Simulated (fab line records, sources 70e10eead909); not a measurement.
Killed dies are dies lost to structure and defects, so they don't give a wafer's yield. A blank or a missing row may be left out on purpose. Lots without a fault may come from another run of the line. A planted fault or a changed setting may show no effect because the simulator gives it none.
fab line records | flow nand_harc
record lots=12 wafers=36 last_day=33
route steps=1302 shown P_GATE@167
lots that met no fault: from a run of the same line without faults
start_h: hours from the record's first day to the start of the lot's first wafer shown | wait_h: hours since the lot's step before | " the same as in the row above | L1.1+2: a row that stands for several wafers | - no value, or no start given | * or withheld: withheld | < > ~ a bound
route shown NAME@n: a module of which the file shows steps, and the number in the route of the first | usual: mean/standard deviation of fault-free wafers | same: alike in all rows | chamber/n: place in a boat | sites: the reading at each site | _std_site: their standard deviation | _edge_site: outer sites' mean less inner sites' | radius_mm: how far each site lies from the wafer's centre | mask NAME#n: copy n | behind: the tool/chamber that last shaped the wafer | hold: why the lot was held/for how many hours/how that ended | device: the transistor (n, p or np) that didn't switch | end of line: the same wafers' tests at the end of the route | a step without rows: its recipe alone | killed: dies lost to structure and defects at the first sort, not the wafer's yield | map: a wafer's dies, x killed, . not, _ none there
set.NAME: the setting as run; set.NAME@STEP: as run at that earlier step | model.NAME: the simulator's own value behind a step, which no gauge read
steps of the route over a sample of lots; a table a step, a row a wafer
services: from which hour (start_h, from the record's first day; less than 0 if before it) a tool's chamber was out of use, for how many hours, and why
## steps
# step NHARC_P_GATE_EXPOSE_43
# recipe na=0.6 target_cd_nm=720 dose_mj=14.81 mask_id=P_NSD
# usual exposure_dose_mJ_cm2=14.812/0.015 stage_vel_mm_s=500.0/0.3
# columns lot.wafer tool chamber start_h wait_h mask exposure_dose_mJ_cm2 stage_vel_mm_s
L763.2 krf_scanner-01 0 121.43 - P_NSD#0 14.807 500.0
L763.3 " 0 " " P_NSD#0 14.837 499.9
L763.5 " 0 " " P_NSD#0 14.805 499.7
L765.3 krf_scanner-03 0 140.87 - P_NSD#0 14.834 499.8
L765.4 " 0 " " P_NSD#0 14.836 499.8
L765.5 " 0 " " P_NSD#0 14.834 499.6
L767.1 krf_scanner-01 0 159.15 - P_NSD#0 14.825 500.2
L767.4 " 0 " " P_NSD#0 14.822 500.8
L767.6 " 0 " " P_NSD#0 14.844 500.2
L766.2 krf_scanner-03 0 159.32 - P_NSD#0 14.826 500.0
L766.3 " 0 " " P_NSD#0 14.825 500.2
L766.5 " 0 " " P_NSD#0 14.832 500.0
L768.2 krf_scanner-04 0 176.86 - P_NSD#0 14.817 499.9
L768.4 " 0 " " P_NSD#0 14.814 499.6
L768.6 " 0 " " P_NSD#0 14.810 499.7
L769.1 krf_scanner-01 0 182.57 - P_NSD#0 14.815 500.2
L769.2 " 0 " " P_NSD#0 14.818 500.2
L769.3 " 0 " " P_NSD#0 14.807 500.1
L771.3 krf_scanner-04 0 199.36 - P_NSD#0 14.819 499.9
L771.4 " 0 " " P_NSD#0 14.831 500.1
L771.5 " 0 " " P_NSD#0 14.823 500.1
L774.1 krf_scanner-01 0 226.79 - P_NSD#0 14.841 500.0
L774.2 " 0 " " P_NSD#0 14.822 500.0
L774.5 " 0 " " P_NSD#0 14.827 500.2
L780.1 krf_scanner-03 0 294.81 - P_NSD#0 14.811 500.4
L780.5 " 0 " " P_NSD#0 14.765 500.5
L780.6 " 0 " " P_NSD#0 14.780 500.1
L781.1 krf_scanner-01 0 295.43 - P_NSD#0 16.875 500.1
L781.2 " 0 " " P_NSD#0 16.870 499.9
L781.5 " 0 " " P_NSD#0 16.868 500.0
L782.1 krf_scanner-01 0 308.97 - P_NSD#0 16.880 500.2
L782.2 " 0 " " P_NSD#0 16.866 500.0
L782.5 " 0 " " P_NSD#0 16.882 500.3
L784.3 krf_scanner-03 0 331.27 - P_NSD#0 14.827 500.2
L784.5 " 0 " " P_NSD#0 14.811 500.5
L784.6 " 0 " " P_NSD#0 14.796 500.9
# step NHARC_P_GATE_CD_MEAS_46
# recipe target_cd_nm=720 landing_energy_ev=500
# usual cd_nm=719.9/1.8
# columns lot.wafer tool chamber start_h wait_h cd_nm
L763.2 cd_sem-02 0 121.58 - 720.9
L763.3 " 0 " " 721.5
L763.5 " 0 " " 719.0
L765.3 cd_sem-03 0 141.02 - 719.0
L765.4 " 0 " " 721.3
L765.5 " 0 " " 720.3
L767.1 cd_sem-02 0 159.31 - 719.7
L767.4 " 0 " " 720.9
L767.6 " 0 " " 718.3
L766.2 cd_sem-03 0 159.47 - 722.1
L766.3 " 0 " " 719.0
L766.5 " 0 " " 721.9
L768.2 cd_sem-01 0 177.01 - 721.5
L768.4 " 0 " " 719.8
L768.6 " 0 " " 722.1
L769.1 cd_sem-02 0 182.72 - 719.7
L769.2 " 0 " " 719.7
L769.3 " 0 " " 722.2
L771.3 cd_sem-03 0 199.51 - 719.8
L771.4 " 0 " " 720.9
L771.5 " 0 " " 719.9
L774.1 cd_sem-03 0 226.95 - 717.5
L774.2 " 0 " " 717.8
L774.5 " 0 " " 719.3
L780.1 cd_sem-02 0 294.96 - 721.2
L780.5 " 0 " " 721.1
L780.6 " 0 " " 721.1
L781.1 cd_sem-01 0 295.59 - 741.8
L781.2 " 0 " " 739.5
L781.5 " 0 " " 739.9
L782.1 cd_sem-02 0 309.12 - 738.3
L782.2 " 0 " " 740.5
L782.5 " 0 " " 743.1
L784.3 cd_sem-02 0 331.43 - 720.2
L784.5 " 0 " " 718.1
L784.6 " 0 " " 720.6
# step NHARC_P_GATE_DESCUM_48
# recipe time_s=3 o2_flow_sccm=200 ar_flow_sccm=0 bias_power_w=0 chemistry=O2
# usual drypump_motor_current_A=5.4/0.46 o2_flow_sccm=200.0/0.57 oes_product_au=0.996/0.009 rf_vpp_V=57.7/0.94 showerhead_plenum_p_Torr=1.91/0.094 throttle_valve_pct=11.311/0.0089
# columns lot.wafer tool chamber start_h wait_h drypump_motor_current_A o2_flow_sccm oes_product_au rf_hours_counter_h rf_vpp_V showerhead_plenum_p_Torr throttle_valve_pct
L763.3 rie_diel-06 2 121.77 - 5.2 201.0 0.981 7 56.8 1.83 11.309
L763.2 " 3 " " 6.6 200.8 0.991 9 56.8 1.79 11.318
L763.5 " 0 " " 5.6 200.2 1.007 - 57.6 1.96 11.300
L765.4 rie_diel-06 0 141.19 - 5.6 198.2 1.005 0 57.5 1.96 11.318
L765.3 " 2 " " 5.3 199.7 0.985 0 57.6 1.83 11.316
L765.5 " 3 " " 6.6 199.1 1.011 - 57.0 1.79 11.314
L767.1 rie_diel-13 3 159.47 - 5.5 200.6 0.980 9 57.7 2.03 11.327
L767.4 " 2 " " 4.9 199.3 1.005 8 58.9 1.96 11.290
L767.6 " 3 " " 5.5 200.5 0.985 - 57.0 2.03 11.317
L766.3 rie_diel-13 2 159.63 - 4.9 201.6 1.010 8 57.9 1.96 11.315
L766.2 " 3 " " 5.5 200.1 0.981 9 58.5 2.03 11.310
L766.5 " 2 " " 4.9 200.3 1.000 - 58.0 1.96 11.306
L768.2 rie_diel-06 3 177.17 - 6.6 200.7 1.005 4 55.9 1.79 11.311
L768.4 " 0 " " 5.6 200.1 1.000 - 57.7 1.96 11.307
L768.6 " 1 " " 5.6 200.2 0.997 - 57.1 1.78 11.321
L769.3 rie_diel-13 3 182.88 - 5.5 199.8 0.981 1 58.4 2.03 11.324
L769.1 " 0 " " 5.8 200.7 1.010 1 57.0 1.89 11.311
L769.2 " 1 " " 4.7 200.0 1.014 1 56.1 1.79 11.312
L771.4 rie_diel-06 2 199.68 - 5.3 200.9 0.984 3 57.5 1.83 11.305
L771.3 " 3 " " 6.6 199.4 1.009 5 55.2 1.79 11.311
L771.5 " 3 " " 6.6 200.3 1.012 - 57.1 1.79 11.309
L774.1 rie_diel-03 0 227.12 - 5.1 200.1 0.995 6 57.8 2.02 11.315
L774.2 " 2 " " 5.2 201.0 0.996 7 58.2 2.04 11.283
L774.5 " 0 " " 5.1 200.0 0.997 - 59.9 2.02 11.313
L780.1 rie_diel-06 3 295.16 - 6.6 200.1 1.010 10 55.7 1.79 11.309
L780.5 " 0 " " 5.6 199.5 1.006 - 58.6 1.96 11.325
L780.6 " 1 " " 5.5 200.6 0.994 - 56.3 1.78 11.297
L781.2 rie_diel-03 0 295.75 - 5.1 200.4 0.986 10 59.3 2.02 11.312
L781.1 " 1 " " 5.1 199.9 0.992 9 57.2 1.87 11.313
L781.5 " 1 " " 5.1 199.3 0.986 - 58.8 1.87 11.321
L782.2 rie_diel-13 0 309.45 - 5.7 200.1 1.000 6 58.1 1.88 11.303
L782.1 " 2 " " 4.9 200.0 0.987 5 56.7 1.95 11.313
L782.5 " 0 " " 5.7 200.4 1.004 - 57.6 1.88 11.313
L784.3 rie_diel-13 0 331.60 - 5.7 199.1 0.989 9 59.0 1.88 11.297
L784.6 " 3 " " 5.5 199.8 0.987 - 58.3 2.03 11.320
L784.5 " 0 " " 5.7 199.6 1.008 - 57.4 1.88 11.326
# step NHARC_P_GATE_STRIP_76
# recipe power_w=1500 temp_c=250 chemistry=O2
# usual drypump_motor_current_A=5.9/0.77 heater_power_w=327/37
# columns lot.wafer tool chamber start_h wait_h drypump_motor_current_A heater_power_w rf_hours_counter_h
L763.2 plasma_asher-02 1 124.04 0.2 4.7 373 9
L763.3 " 1 " " 4.7 363 -
L763.5 " 0 " " 6.3 295 -
L765.3 plasma_asher-01 0 143.58 0.2 6.6 283 -
L765.4 " 1 " " 6.3 360 -
L765.5 " 0 " " 6.6 280 -
L767.1 plasma_asher-01 0 161.74 0.2 6.6 285 32
L767.4 " 1 " " 6.3 361 -
L767.6 " 1 " " 6.3 359 -
L766.2 plasma_asher-02 1 162.07 0.2 4.7 361 16
L766.3 " 1 " " 4.7 360 -
L766.5 " 0 " " 6.3 296 -
L768.2 plasma_asher-02 1 179.57 0.2 4.7 362 22
L768.4 " 0 " " 6.3 294 -
L768.6 " 1 " " 4.7 358 -
L769.2 plasma_asher-02 1 185.37 0.2 4.7 361 24
L769.1 " 0 " " 6.3 291 24
L769.3 " 1 " " 4.7 357 -
L771.3 plasma_asher-02 0 202.10 0.2 6.3 296 -
L771.4 " 1 " " 4.7 369 -
L771.5 " 0 " " 6.3 289 -
L774.1 plasma_asher-01 1 229.49 0.2 6.3 335 11
L774.2 " 0 " " 6.6 286 11
L774.5 " 0 " " 6.6 290 -
L780.1 plasma_asher-01 0 297.51 0.2 6.5 284 28
L780.6 " 0 " " 6.5 289 -
L780.5 " 1 " " 6.2 345 -
L781.1 plasma_asher-01 0 298.14 0.2 6.6 283 28
L781.2 " 1 " " 6.3 335 28
L781.5 " 1 " " 6.3 346 -
L782.1 plasma_asher-02 0 311.86 0.2 6.3 313 11
L782.2 " 1 " " 4.7 386 11
L782.5 " 1 " " 4.7 380 -
L784.3 plasma_asher-02 1 333.94 0.2 4.7 382 -
L784.6 " 1 " " 4.7 388 -
L784.5 " 0 " " 6.3 312 -
# step NHARC_P_GATE_CD_MEAS_91
# recipe target_cd_nm=2000 landing_energy_ev=500
# usual cd_nm=1999.0/1.7
# columns lot.wafer tool chamber start_h wait_h cd_nm
L763.2 cd_sem-02 0 124.83 - 2001.5
L763.3 " 0 " " 1999.6
L763.5 " 0 " " 1998.6
L765.3 cd_sem-02 0 144.36 - 1997.6
L765.4 " 0 " " 2000.2
L765.5 " 0 " " 1996.7
L767.1 cd_sem-02 0 162.64 - 1998.9
L767.4 " 0 " " 2001.4
L767.6 " 0 " " 1998.0
L766.2 cd_sem-02 0 162.99 - 1998.5
L766.3 " 0 " " 1999.3
L766.5 " 0 " " 1997.3
L768.2 cd_sem-03 0 180.38 - 1999.4
L768.4 " 0 " " 1998.5
L768.6 " 0 " " 1998.4
L769.1 cd_sem-01 0 186.16 - 2002.2
L769.2 " 0 " " 2000.8
L769.3 " 0 " " 2001.8
L771.3 cd_sem-02 0 203.02 - 1999.2
L771.4 " 0 " " 2000.0
L771.5 " 0 " " 2000.2
L774.1 cd_sem-01 0 230.29 - 1998.6
L774.2 " 0 " " 1998.1
L774.5 " 0 " " 2001.7
L780.1 cd_sem-02 0 298.31 - 1997.6
L780.5 " 0 " " 1999.3
L780.6 " 0 " " 1998.3
L781.1 cd_sem-01 0 299.06 - 1999.1
L781.2 " 0 " " 1999.7
L781.5 " 0 " " 2001.9
L782.1 cd_sem-02 0 312.78 - 1998.4
L782.2 " 0 " " 1999.6
L782.5 " 0 " " 2000.6
L784.3 cd_sem-02 0 334.73 - 1999.4
L784.5 " 0 " " 1997.6
L784.6 " 0 " " 1995.6
## services
# columns tool chamber start_h hours kind
plasma_asher-01 - 99.70 12.4 repair
krf_scanner-03 - 117.84 1.1 repair
rie_diel-06 - 130.20 9.0 pm
krf_scanner-01 - 138.59 7.1 repair
krf_scanner-01 - 155.11 0.4 repair
rie_diel-06 0 158.18 2.5 repair
rie_diel-13 - 165.00 9.0 pm
plasma_asher-01 - 165.54 9.0 pm
rie_diel-06 2 173.26 16.1 repair
rie_diel-13 0 175.52 3.4 repair
rie_diel-06 0 181.63 3.9 repair
krf_scanner-03 - 183.08 0.5 repair
plasma_asher-02 - 195.10 2.9 repair
krf_scanner-01 - 200.52 2.0 repair
plasma_asher-02 - 206.62 1.1 repair
rie_diel-06 3 213.73 5.2 repair
krf_scanner-03 - 220.72 1.7 repair
krf_scanner-03 - 224.00 4.0 pm
rie_diel-13 2 225.09 21.4 repair
plasma_asher-02 - 249.00 9.0 pm
rie_diel-06 - 307.20 9.0 pm
krf_scanner-01 - 317.65 4.0 pm
rie_diel-06 3 320.80 13.6 repair
krf_scanner-03 - 324.68 3.2 repair
## key
first_sign step=NHARC_P_GATE_EXPOSE_43 reading=exposure_dose_mJ_cm2 direction=up sigmas=99+ usual=14.812 struck=16.873
effect step=NHARC_P_GATE_CD_MEAS_46 reading=cd_nm direction=up sigmas=12 usual=719.9 struck=740.5
met_at NHARC_P_GATE_EXPOSE_43
struck_lots L781,L782
tester_left_out L781,L782
not_acting_at NHARC_P_GATE_DESCUM_48,NHARC_P_GATE_STRIP_76,NHARC_P_GATE_CD_MEAS_91
onset_between 226.79 295.43
fault kind=process_parameter_drift tool=krf_scanner-01 chamber=- onset_h=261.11 steps=NHARC_P_GATE_EXPOSE_43 channel=dose_mj offset=2.0484 shape=step acts_in=these_recipes_only stated=14.81
# tester_left_out: of these lots the tester's yield and bins aren't shown, on N5 and GAA mostly nor the transistor test; their killed dies are dies lost to structure and defects alone, not to doping, threshold or leakage, so they don't give the yield
